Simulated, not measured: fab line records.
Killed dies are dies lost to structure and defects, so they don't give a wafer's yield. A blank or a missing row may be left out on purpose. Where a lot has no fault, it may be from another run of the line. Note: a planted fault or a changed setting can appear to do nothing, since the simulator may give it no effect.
fab line records	flow nand-harc
[record] lots = 13	wafers = 39	last-day = 33
route steps=1302 shown P_START@1 P_ZERO_WELL@18 END@1302
lots untouched by any fault: they come from a run of this same line in which no faults occurred
start-h: hours from the record's first day to the start of the lot's first wafer shown	wait-h: time in hours since the lot's previous step	" unchanged from the row above	L1.1+2: a single row standing in for several wafers	- either no value or no given start	* or withheld: withheld	< > ~ a bound
route shown NAME@n: a module of which the file shows steps, and the number in the route of the first	usual: average and standard deviation across the fault-free wafers	same: alike in all rows	chamber/n: place in a boat	sites: the reading at each site	_std_site: the values' standard deviation	_edge_site: inner sites' mean taken away from outer sites' mean	radius-mm: for every site, how far away it sits from the centre of the wafer	mask NAME#n: copy n	behind: the tool/chamber that last shaped the wafer	hold: why the lot was held/for how many hours/how that ended	device: transistor that didn't switch, given as n, p or np	end of line: the same wafers' tests at the end of the route	a step without rows: its recipe alone	killed: at the first sort, the dies lost to defects and structure; wafer yield is something else	map: dies across one wafer; x = killed, . = not, _ = none there
set.NAME: the run value of the setting; set.NAME@STEP: its run value at that earlier step	model.NAME: the simulator's own value behind a step, which no gauge read
route steps across a sampled set of lots; one table per step, one row per wafer
services: when a tool's chamber went out of use (start-h, in hours from the record's first day, below 0 if earlier), for how many hours, and the reason
[[steps]]
[step NHARC_P_START_INSPECT_01]
[usual] raw-defect-count = 3.6/1.9
lot.wafer	tool	chamber	start-h	wait-h	raw-defect-count
L478.2	defect-inspect-01	-	20.04	-	0
L478.3	"	-	"	"	5
L478.6	"	-	"	"	4
L482.1	defect-inspect-01	-	60.04	-	3
L482.2	"	-	"	"	4
L482.4	"	-	"	"	4
L483.2	defect-inspect-01	-	70.04	-	3
L483.3	"	-	"	"	1
L483.5	"	-	"	"	2
L484.3	defect-inspect-01	-	80.04	-	7
L484.5	"	-	"	"	2
L484.6	"	-	"	"	3
L485.1	defect-inspect-01	-	90.04	-	8
L485.3	"	-	"	"	5
L485.5	"	-	"	"	4
L487.2	defect-inspect-02	-	110.04	-	2
L487.5	"	-	"	"	4
L487.6	"	-	"	"	5
L488.4	defect-inspect-02	-	120.04	-	6
L488.5	"	-	"	"	5
L488.6	"	-	"	"	3
L489.3	defect-inspect-01	-	130.04	-	3
L489.4	"	-	"	"	4
L489.5	"	-	"	"	0
L490.2	defect-inspect-02	-	140.05	-	3
L490.5	"	-	"	"	4
L490.6	"	-	"	"	3
L491.2	defect-inspect-01	-	150.05	-	5
L491.3	"	-	"	"	3
L491.4	"	-	"	"	3
L496.1	defect-inspect-01	-	200.04	-	5
L496.2	"	-	"	"	2
L496.5	"	-	"	"	5
L499.1	defect-inspect-02	-	230.04	-	6
L499.2	"	-	"	"	3
L499.4	"	-	"	"	6
L501.1	defect-inspect-02	-	250.04	-	4
L501.2	"	-	"	"	2
L501.5	"	-	"	"	4
[step NHARC_P_ZERO_WELL_ETCH_62]
[recipe] target-depth-a = 130	time-s = 6.5	chf3-flow-sccm = 50	ar-flow-sccm = 200	rf-w = 500	bias-w = 200	chemistry = CHF3/Ar
[usual] drypump-motor-current-A = 5.5/0.4	oes-product-au = 0.961/0.018	rf-vpp-V = 370.3/2	showerhead-plenum-p-Torr = 2.33/0.075	throttle-valve-pct = 20.217/0.01
lot.wafer	tool	chamber	start-h	wait-h	drypump-motor-current-A	oes-product-au	rf-hours-counter-h	rf-vpp-V	showerhead-plenum-p-Torr	throttle-valve-pct
L478.2	rie-diel-06	2	-	-	5.1	0.966	22	372.0	2.41	20.195
L478.3	"	3	"	"	5.9	0.967	22	369.6	2.30	20.216
L478.6	"	2	"	"	5.0	0.959	-	371.3	2.41	20.221
L482.1	rie-diel-06	2	-	-	5.0	0.941	34	373.0	2.40	20.207
L482.2	"	0	"	"	5.8	0.924	27	372.2	2.35	20.237
L482.4	"	1	"	"	5.8	0.942	26	373.1	2.45	20.208
L483.2	rie-diel-01	3	-	-	5.2	0.969	11	370.7	2.25	20.221
L483.3	"	0	"	"	5.7	0.954	11	371.2	2.33	20.208
L483.5	"	1	"	"	4.8	0.981	-	373.2	2.43	20.212
L484.3	rie-diel-01	1	-	-	4.8	0.952	15	373.6	2.43	20.204
L484.6	"	2	"	"	5.9	0.972	-	369.1	2.24	20.221
L484.5	"	3	"	"	5.3	0.967	-	368.1	2.25	20.229
L485.1	rie-diel-09	3	-	-	5.8	0.972	33	374.2	2.43	20.218
L485.3	"	1	"	"	6.2	0.958	36	369.9	2.28	20.202
L485.5	"	3	"	"	5.8	0.983	-	373.2	2.43	20.220
L487.2	rie-diel-01	0	-	-	5.7	0.957	25	369.3	2.33	20.204
L487.6	"	0	"	"	5.6	0.955	-	370.7	2.33	20.223
L487.5	"	1	"	"	4.8	0.969	-	370.4	2.43	20.225
L488.4	rie-diel-01	1	-	-	4.8	0.983	31	372.8	2.42	20.216
L488.5	"	0	"	"	5.7	0.953	-	369.3	2.33	20.231
L488.6	"	1	"	"	4.8	0.987	-	371.7	2.42	20.206
L489.3	rie-diel-01	1	-	-	4.8	0.948	34	373.0	2.42	20.229
L489.5	"	3	"	"	5.3	0.948	-	368.6	2.25	20.214
L489.4	"	0	"	"	5.7	0.939	-	371.3	2.33	20.206
L490.2	rie-diel-01	3	-	-	5.3	0.972	32	368.7	2.25	20.199
L490.5	"	3	"	"	5.2	0.972	-	367.2	2.25	20.230
L490.6	"	0	"	"	5.7	0.970	-	370.8	2.32	20.219
L491.4	rie-diel-01	0	-	-	5.6	0.956	40	368.7	2.32	20.224
L491.3	"	1	"	"	4.8	0.979	42	372.1	2.42	20.202
L491.2	"	2	"	"	5.9	0.985	39	367.1	2.23	20.211
L496.2	rie-diel-09	0	-	-	5.7	0.920	13	370.1	2.26	20.200
L496.1	"	2	"	"	5.9	0.917	12	370.7	2.38	20.217
L496.5	"	0	"	"	5.7	0.925	-	367.5	2.26	20.226
L499.2	rie-diel-01	1	-	-	4.8	0.971	6	373.0	2.41	20.222
L499.4	"	3	"	"	5.3	0.959	7	369.5	2.24	20.221
L499.1	"	0	"	"	5.6	0.979	6	370.2	2.32	20.212
L501.1	rie-diel-01	2	-	-	5.9	0.970	14	366.8	2.23	20.223
L501.2	"	3	"	"	5.3	0.968	13	367.7	2.23	20.222
L501.5	"	0	"	"	5.7	0.951	-	370.0	2.31	20.234
[step NHARC_P_ZERO_WELL_CD_MEAS_24]
[recipe] target-cd-nm = 720	landing-energy-ev = 500
[usual] cd-nm = 720.2/1
lot.wafer	tool	chamber	start-h	wait-h	cd-nm
L478.2	cd-sem-01	0	22.66	-	719.4
L478.3	"	0	"	"	721.3
L478.6	"	0	"	"	720.5
L482.1	cd-sem-01	0	62.46	-	720.5
L482.2	"	0	"	"	720.3
L482.4	"	0	"	"	720.4
L483.2	cd-sem-03	0	72.45	-	720.1
L483.3	"	0	"	"	720.1
L483.5	"	0	"	"	720.6
L484.3	cd-sem-02	0	82.45	-	720.9
L484.5	"	0	"	"	718.3
L484.6	"	0	"	"	720.2
L485.1	cd-sem-02	0	92.33	-	718.5
L485.3	"	0	"	"	719.5
L485.5	"	0	"	"	718.8
L487.2	cd-sem-01	0	112.70	-	718.5
L487.5	"	0	"	"	719.9
L487.6	"	0	"	"	719.2
L488.4	cd-sem-03	0	122.67	-	721.4
L488.5	"	0	"	"	720.0
L488.6	"	0	"	"	721.5
L489.3	cd-sem-01	0	132.56	-	720.0
L489.4	"	0	"	"	718.9
L489.5	"	0	"	"	719.6
L490.2	cd-sem-01	0	142.65	-	720.2
L490.5	"	0	"	"	720.5
L490.6	"	0	"	"	720.5
L491.2	cd-sem-03	0	152.58	-	720.2
L491.3	"	0	"	"	719.2
L491.4	"	0	"	"	720.8
L496.1	cd-sem-02	0	202.33	-	719.7
L496.2	"	0	"	"	721.3
L496.5	"	0	"	"	723.7
L499.1	cd-sem-03	0	232.48	-	719.9
L499.2	"	0	"	"	719.5
L499.4	"	0	"	"	720.4
L501.1	cd-sem-02	0	252.47	-	720.9
L501.2	"	0	"	"	720.7
L501.5	"	0	"	"	721.9
[step NHARC_P_ZERO_WELL_EXPOSE_49]
[recipe] na = 0.6	target-cd-nm = 2000	dose-mj = 22.64	mask-id = P_HVPW
lot.wafer	tool	chamber	start-h	wait-h	mask
L478.2+3+6	krf-scanner-03	0	25.78	-	P_HVPW#0
L482.1+2+4	krf-scanner-02	0	65.45	-	P_HVPW#0
L483.2+3+5	krf-scanner-03	0	75.57	-	P_HVPW#0
L484.3+5+6	krf-scanner-01	0	85.56	-	P_HVPW#0
L485.1+3+5	krf-scanner-01	0	95.32	-	P_HVPW#0
L487.2+5+6	krf-scanner-02	0	115.75	-	P_HVPW#0
L488.4+5+6	krf-scanner-01	0	125.81	-	P_HVPW#0
L489.3+4+5	krf-scanner-03	0	135.62	-	P_HVPW_R1#0
L490.2+5+6	krf-scanner-02	0	147.72	-	P_HVPW#0
L491.2+3+4	krf-scanner-02	0	155.59	-	P_HVPW#0
L496.1+2+5	krf-scanner-03	0	205.35	-	P_HVPW#0
L499.1+2+4	krf-scanner-01	0	235.35	-	P_HVPW#0
L501.1+2+5	krf-scanner-03	0	255.59	-	P_HVPW#0
[step NHARC_P_ZERO_WELL_CD_MEAS_52]
[recipe] target-cd-nm = 2000	landing-energy-ev = 500
[usual] cd-nm = 2000.4/1.6
lot.wafer	tool	chamber	start-h	wait-h	cd-nm
L478.2	cd-sem-01	0	25.94	-	2001.6
L478.3	"	0	"	"	2001.6
L478.6	"	0	"	"	2000.4
L482.1	cd-sem-01	0	65.60	-	1998.2
L482.2	"	0	"	"	2000.1
L482.4	"	0	"	"	1998.4
L483.2	cd-sem-03	0	75.73	-	2000.5
L483.3	"	0	"	"	1997.9
L483.5	"	0	"	"	1999.9
L484.3	cd-sem-02	0	85.72	-	2001.2
L484.5	"	0	"	"	2002.8
L484.6	"	0	"	"	2001.3
L485.1	cd-sem-03	0	95.48	-	2001.4
L485.3	"	0	"	"	1999.9
L485.5	"	0	"	"	2000.6
L487.2	cd-sem-03	0	115.91	-	1998.9
L487.5	"	0	"	"	1999.5
L487.6	"	0	"	"	1998.4
L488.4	cd-sem-02	0	125.96	-	2001.4
L488.5	"	0	"	"	2001.9
L488.6	"	0	"	"	2002.2
L489.3	cd-sem-02	0	135.77	-	1918.2
L489.4	"	0	"	"	1915.8
L489.5	"	0	"	"	1915.1
L490.2	cd-sem-01	0	147.88	-	1995.7
L490.5	"	0	"	"	1998.2
L490.6	"	0	"	"	1996.7
L491.2	cd-sem-01	0	155.75	-	1996.8
L491.3	"	0	"	"	2000.3
L491.4	"	0	"	"	1999.5
L496.1	cd-sem-02	0	205.51	-	2000.0
L496.2	"	0	"	"	2002.3
L496.5	"	0	"	"	2001.7
L499.1	cd-sem-01	0	235.51	-	1999.8
L499.2	"	0	"	"	2000.8
L499.4	"	0	"	"	1999.5
L501.1	cd-sem-03	0	255.74	-	2000.2
L501.2	"	0	"	"	2001.9
L501.5	"	0	"	"	2000.9
[step NHARC_END_SORT_01]
[recipe] temp-c = 25
[usual] killed-at-array = 59/17	killed-at-other = 0.7/0.9	killed-at-periphery = 3.6/2.3	killed-dies = 63/18	killed-open = 3.4/1.9	killed-short = 2.6/1.7
[same] gross-dies = 677
lot.wafer	tool	chamber	start-h	wait-h	killed-at-array	killed-at-other	killed-at-periphery	killed-dies	killed-open	killed-short
L483.2	prober-01	0	598.96	2.8	76	1	2	79	3	4
L487.2	prober-02	0	652.99	2.8	40	1	3	44	2	1
L487.5	prober-02	0	655.36	3.7	33	3	3	39	5	3
L487.6	prober-02	0	656.15	4.0	33	1	3	37	3	2
L489.3	prober-01	0	684.30	3.1	43	0	4	47	3	3
L489.4	prober-01	0	685.10	3.4	59	0	4	63	5	4
L489.5	prober-01	0	685.89	3.7	61	0	0	61	2	4
L488.4	prober-02	0	685.11	3.4	33	0	3	36	0	1
L488.5	prober-02	0	685.91	3.7	39	0	0	39	4	2
L488.6	prober-02	0	686.71	4.0	44	0	3	47	9	2
// killed by level:class
L483.2 A_CHANNEL_HOLE_D1:chamber-film-flake=32 A_SLIT:chamber-film-flake=17 A_CHANNEL_HOLE_D2:chamber-film-flake=12 A_STAIRCASE:chamber-film-flake=4 A_WL_FILL:geometric-particle:short=2 P_CONTACT:geometric-particle:open=1 P_M0:geometric-particle:open=1 A_ONON_D1:geometric-particle:short=1
L487.2 A_CHANNEL_HOLE_D2:chamber-film-flake=19 A_CHANNEL_HOLE_D1:chamber-film-flake=7 A_STAIRCASE:chamber-film-flake=6 A_CONTACT:chamber-film-flake=2 A_CHANNEL_FILL_D1:geometric-particle:open=1 A_ONON_D2:geometric-particle:open=1 A_ONON_D2:geometric-particle:short=1 P_STI:chamber-film-flake=1
L487.5 A_CHANNEL_HOLE_D2:chamber-film-flake=12 A_CONTACT:chamber-film-flake=5 A_CHANNEL_HOLE_D1:chamber-film-flake=3 A_STAIRCASE:chamber-film-flake=3 THIN_TSV:chamber-film-flake=3 A_SLIT:chamber-film-flake=2 P_M0:geometric-particle:short=1 A_CHANNEL_FILL_D1:geometric-particle:open=1
L487.6 A_CHANNEL_HOLE_D2:chamber-film-flake=14 A_CHANNEL_HOLE_D1:chamber-film-flake=5 A_CONTACT:chamber-film-flake=4 P_ZERO_WELL:chamber-film-flake=3 A_CHANNEL_FILL_D2:geometric-particle:open=2 A_STAIRCASE:chamber-film-flake=2 A_STAIRCASE:geometric-particle:short=1 A_WL_FILL:geometric-particle:open=1
L489.3 A_CHANNEL_HOLE_D1:chamber-film-flake=27 A_CONTACT:chamber-film-flake=6 A_SLIT:chamber-film-flake=3 A_CHANNEL_HOLE_D2:unspecified=2 P_STI:geometric-particle:short=1 P_CONTACT:geometric-particle:open=1 P_M0:geometric-particle:open=1 A_SOURCE_PLATE:geometric-particle:short=1
L489.4 A_CHANNEL_HOLE_D1:chamber-film-flake=35 A_CONTACT:chamber-film-flake=11 A_ONON_D1:geometric-particle:open=2 A_M0:geometric-particle:short=2 A_ZERO_WELL:chamber-film-flake=2 A_STAIRCASE:chamber-film-flake=2 P_GATE:geometric-particle:open=1 P_CONTACT:geometric-particle:open=1
L488.4 A_CHANNEL_HOLE_D2:chamber-film-flake=14 A_CONTACT:chamber-film-flake=8 A_SLIT:chamber-film-flake=4 A_CHANNEL_HOLE_D1:chamber-film-flake=3 P_ZERO_WELL:chamber-film-flake=2 A_CHANNEL_FILL_D2:geometric-particle:short=1 P_GATE:chamber-film-flake=1 A_ZERO_WELL:chamber-film-flake=1
L489.5 A_CHANNEL_HOLE_D1:chamber-film-flake=32 A_STAIRCASE:chamber-film-flake=6 A_CHANNEL_HOLE_D2:chamber-film-flake=5 A_SLIT:chamber-film-flake=4 A_CONTACT:chamber-film-flake=4 A_ONON_D2:geometric-particle:short=2 A_CHANNEL_HOLE_D2:unspecified=2 A_CHANNEL_FILL_D1:geometric-particle:short=1
L488.5 A_CHANNEL_HOLE_D2:chamber-film-flake=16 A_CHANNEL_HOLE_D1:chamber-film-flake=5 A_CHANNEL_FILL_D2:chamber-film-flake=3 A_CONTACT:chamber-film-flake=3 A_SLIT:chamber-film-flake=2 A_ONON_D2:geometric-particle:open=1 A_SOURCE_PLATE:geometric-particle:open=1 A_SOURCE_PLATE:geometric-particle:short=1
L488.6 A_CHANNEL_HOLE_D2:chamber-film-flake=17 A_CHANNEL_HOLE_D1:chamber-film-flake=7 A_CONTACT:chamber-film-flake=5 A_STAIRCASE:chamber-film-flake=4 P_M0:geometric-particle:open=2 A_ONON_D2:geometric-particle:open=2 A_WL_FILL:geometric-particle:open=2 A_SLIT:chamber-film-flake=2
[[services]]
tool	chamber	start-h	hours	kind
rie-diel-01	1	3.19	6.6	repair
rie-diel-01	0	5.93	-	clean
rie-diel-01	2	5.93	-	clean
rie-diel-01	3	5.93	-	clean
rie-diel-01	-	26.80	9.0	pm
rie-diel-01	0	26.80	9.0	vent-cycle
rie-diel-01	0	49.51	1.4	repair
krf-scanner-03	-	52.00	4.0	pm
rie-diel-09	3	60.27	3.0	repair
rie-diel-09	3	93.02	6.6	repair
krf-scanner-02	-	94.00	4.0	pm
krf-scanner-03	-	113.98	0.8	repair
rie-diel-06	-	115.88	2.4	repair
rie-diel-01	2	128.34	3.3	repair
krf-scanner-03	-	129.01	1.3	repair
rie-diel-06	-	130.20	9.0	pm
krf-scanner-01	-	140.00	4.0	pm
rie-diel-09	-	143.13	9.0	pm
krf-scanner-01	-	186.98	0.7	repair
rie-diel-01	2	187.54	16.3	repair
rie-diel-01	-	203.84	9.0	pm
krf-scanner-01	-	216.83	4.2	repair
krf-scanner-03	-	224.00	4.0	pm
rie-diel-06	0	242.40	3.2	repair
[[key]]
[first-sign] step = NHARC_P_ZERO_WELL_EXPOSE_49	reading = mask	direction = changed
[effect] step = NHARC_P_ZERO_WELL_CD_MEAS_52	reading = cd-nm	direction = down	sigmas = 51	usual = 2000.4	struck = 1916.4
met-at NHARC_P_ZERO_WELL_EXPOSE_49
struck-lots L489
tester-left-out L489
not-acting-at NHARC_P_START_INSPECT_01,NHARC_P_ZERO_WELL_ETCH_62,NHARC_P_ZERO_WELL_CD_MEAS_24
onset-between 75.57 135.62
[fault] kind = wrong-mask	tool = any	chamber = -	onset-h = 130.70	steps = NHARC_P_ZERO_WELL_EXPOSE_49	aux-copy = P_HVPW_R1#0	cd-offset-nm = -85.732	scope = struck-lots-only
// tester-left-out: of these lots the tester's yield and bins aren't shown, on N5 and GAA mostly nor the transistor test; their killed dies are dies lost to structure and defects alone, not to doping, threshold or leakage, so they don't give the yield
